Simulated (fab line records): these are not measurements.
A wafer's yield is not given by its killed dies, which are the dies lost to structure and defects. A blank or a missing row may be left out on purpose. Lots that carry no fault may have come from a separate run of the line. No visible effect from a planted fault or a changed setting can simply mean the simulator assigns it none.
Lot-split experiment :: flow n5-finfet :: route with 1938 steps; 7 lots, 21 wafers read

## THE SPLIT ITSELF
At N5_BEOL_M15_DEP_53 (deposits SiCN from 3MS/NH3, target thk 50 nm, time 17.8 s), the setting time-s was moved away from the recipe's 17.8 s on 9 of the 21 wafers read, by -10.0% to +14.8%. For the rest of the wafers, this setting stayed at what the recipe calls for.

The reading comes from the split's own step.

## THE READING
SiCN_of_BEOL_M15_DEP_53.thk-nm (the simulator's own value, which no gauge read), in nm, at N5_BEOL_M15_DEP_53 (deposits SiCN from 3MS/NH3, target thk 50 nm, time 17.8 s). There is no usual value for it anywhere in the file. Here, 12 wafers ran the recipe; their average is 50.0 nm with a standard deviation of 0.47 nm.

wafer: L074.2
tool, chamber at the split: pecvd-03, 2
time-s as run, s: 17.8
against the recipe: recipe
SiCN_of_BEOL_M15_DEP_53.thk-nm, nm: 50.2
against lot-mates on the recipe: -

wafer: L074.4
tool, chamber at the split: pecvd-03, 2
time-s as run, s: 17.8
against the recipe: recipe
SiCN_of_BEOL_M15_DEP_53.thk-nm, nm: 50.6
against lot-mates on the recipe: -

wafer: L074.6
tool, chamber at the split: pecvd-03, 0
time-s as run, s: 19.47
against the recipe: +9.4%
SiCN_of_BEOL_M15_DEP_53.thk-nm, nm: 55.2
against lot-mates on the recipe: +4.8

wafer: L077.1
tool, chamber at the split: pecvd-04, 2
time-s as run, s: 17.8
against the recipe: recipe
SiCN_of_BEOL_M15_DEP_53.thk-nm, nm: 49.2
against lot-mates on the recipe: -

wafer: L077.4
tool, chamber at the split: pecvd-04, 1
time-s as run, s: 20.03
against the recipe: +12.5%
SiCN_of_BEOL_M15_DEP_53.thk-nm, nm: 56.2
against lot-mates on the recipe: +7.0

wafer: L077.6
tool, chamber at the split: pecvd-04, 2
time-s as run, s: 20.03
against the recipe: +12.5%
SiCN_of_BEOL_M15_DEP_53.thk-nm, nm: 56.8
against lot-mates on the recipe: +7.6

wafer: L078.1
tool, chamber at the split: pecvd-03, 2
time-s as run, s: 17.8
against the recipe: recipe
SiCN_of_BEOL_M15_DEP_53.thk-nm, nm: 49.8
against lot-mates on the recipe: -

wafer: L078.2
tool, chamber at the split: pecvd-03, 1
time-s as run, s: 17.8
against the recipe: recipe
SiCN_of_BEOL_M15_DEP_53.thk-nm, nm: 49.6
against lot-mates on the recipe: -

wafer: L078.4
tool, chamber at the split: pecvd-03, 1
time-s as run, s: 17.8
against the recipe: recipe
SiCN_of_BEOL_M15_DEP_53.thk-nm, nm: 50.4
against lot-mates on the recipe: -

wafer: L083.2
tool, chamber at the split: pecvd-03, 2
time-s as run, s: 17.8
against the recipe: recipe
SiCN_of_BEOL_M15_DEP_53.thk-nm, nm: 50.4
against lot-mates on the recipe: -

wafer: L083.5
tool, chamber at the split: pecvd-03, 0
time-s as run, s: 20.44
against the recipe: +14.8%
SiCN_of_BEOL_M15_DEP_53.thk-nm, nm: 58
against lot-mates on the recipe: +7.6

wafer: L083.6
tool, chamber at the split: pecvd-03, 1
time-s as run, s: 20.44
against the recipe: +14.8%
SiCN_of_BEOL_M15_DEP_53.thk-nm, nm: 57.8
against lot-mates on the recipe: +7.4

wafer: L082.1
tool, chamber at the split: pecvd-03, 2
time-s as run, s: 19.87
against the recipe: +11.6%
SiCN_of_BEOL_M15_DEP_53.thk-nm, nm: 55.4
against lot-mates on the recipe: +5.6

wafer: L082.2
tool, chamber at the split: pecvd-03, 1
time-s as run, s: 19.87
against the recipe: +11.6%
SiCN_of_BEOL_M15_DEP_53.thk-nm, nm: 55.6
against lot-mates on the recipe: +5.8

wafer: L082.3
tool, chamber at the split: pecvd-03, 0
time-s as run, s: 17.8
against the recipe: recipe
SiCN_of_BEOL_M15_DEP_53.thk-nm, nm: 49.8
against lot-mates on the recipe: -

wafer: L087.1
tool, chamber at the split: pecvd-04, 2
time-s as run, s: 16.02
against the recipe: -10.0%
SiCN_of_BEOL_M15_DEP_53.thk-nm, nm: 43.6
against lot-mates on the recipe: -6.8

wafer: L087.2
tool, chamber at the split: pecvd-04, 0
time-s as run, s: 16.02
against the recipe: -10.0%
SiCN_of_BEOL_M15_DEP_53.thk-nm, nm: 45
against lot-mates on the recipe: -5.4

wafer: L087.4
tool, chamber at the split: pecvd-04, 0
time-s as run, s: 17.8
against the recipe: recipe
SiCN_of_BEOL_M15_DEP_53.thk-nm, nm: 50.4
against lot-mates on the recipe: -

wafer: L093.1
tool, chamber at the split: pecvd-01, 1,0
time-s as run, s: 17.8
against the recipe: recipe
SiCN_of_BEOL_M15_DEP_53.thk-nm, nm: 49.6
against lot-mates on the recipe: -

wafer: L093.3
tool, chamber at the split: pecvd-01, 1,0
time-s as run, s: 17.8
against the recipe: recipe
SiCN_of_BEOL_M15_DEP_53.thk-nm, nm: 49.6
against lot-mates on the recipe: -

wafer: L093.5
tool, chamber at the split: pecvd-01, 1
time-s as run, s: 17.8
against the recipe: recipe
SiCN_of_BEOL_M15_DEP_53.thk-nm, nm: 50.8
against lot-mates on the recipe: -
Where a row lists several chambers, the file gives one row for several wafers and doesn't say which wafer went through which chamber.

FIT RESULTS
A straight line over all 21 wafers: SiCN_of_BEOL_M15_DEP_53.thk-nm changes by +0.528 nm for each +1% of time-s; r = +0.99; the points scatter about the line by 0.52 nm.
The same after taking each lot's own level away (the mean of its wafers on the recipe; 21 wafers): +0.545 nm for each +1%; r = +0.99; scatter 0.51 nm.
The reading moves by 8.1 nm for the largest change in time-s, on that fit.
From 49.20 to 50.40 nm: that is the span of the lots' own levels, equal to 2.5 times the standard deviation above.
The two slopes are in agreement: the lot-to-lot level therefore moves the slope only a little.
Check: with one of the wafers moved furthest among these (+14.8%) left out of the fit, the line predicts +8 nm for it against its lot-mates. It came out at +7.6 nm against them.

## FURTHER SPLITS ON THESE WAFERS
Other splits were also applied to these wafers ahead of the reading. Each is held against what the fit with the lots' levels taken away leaves over:
other split on the same wafers: N5_BEOL_M14_ETCH_68 time-s
wafers away from the commonest value: 8
r with SiCN_of_BEOL_M15_DEP_53.thk-nm (lot level and that fit taken away): +0.44

other split on the same wafers: N5_BEOL_M14_TRENCH_ETCH_34 bias-w
wafers away from the commonest value: 4
r with SiCN_of_BEOL_M15_DEP_53.thk-nm (lot level and that fit taken away): -0.26

other split on the same wafers: N5_BEOL_M15_PEB_26 peb-temp-c
wafers away from the commonest value: 2
r with SiCN_of_BEOL_M15_DEP_53.thk-nm (lot level and that fit taken away): -0.11

other split on the same wafers: N5_BEOL_M15_TRENCH_ETCH_34 time-s
wafers away from the commonest value: 7
r with SiCN_of_BEOL_M15_DEP_53.thk-nm (lot level and that fit taken away): -0.16

other split on the same wafers: N5_BEOL_M15_CMP_49 platen-rpm
wafers away from the commonest value: 5
r with SiCN_of_BEOL_M15_DEP_53.thk-nm (lot level and that fit taken away): -0.17

## THE FILE'S OWN FIT
SiCN_of_BEOL_M15_DEP_53.thk-nm changes by +0.536 nm for each +1% of time-s, r = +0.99.
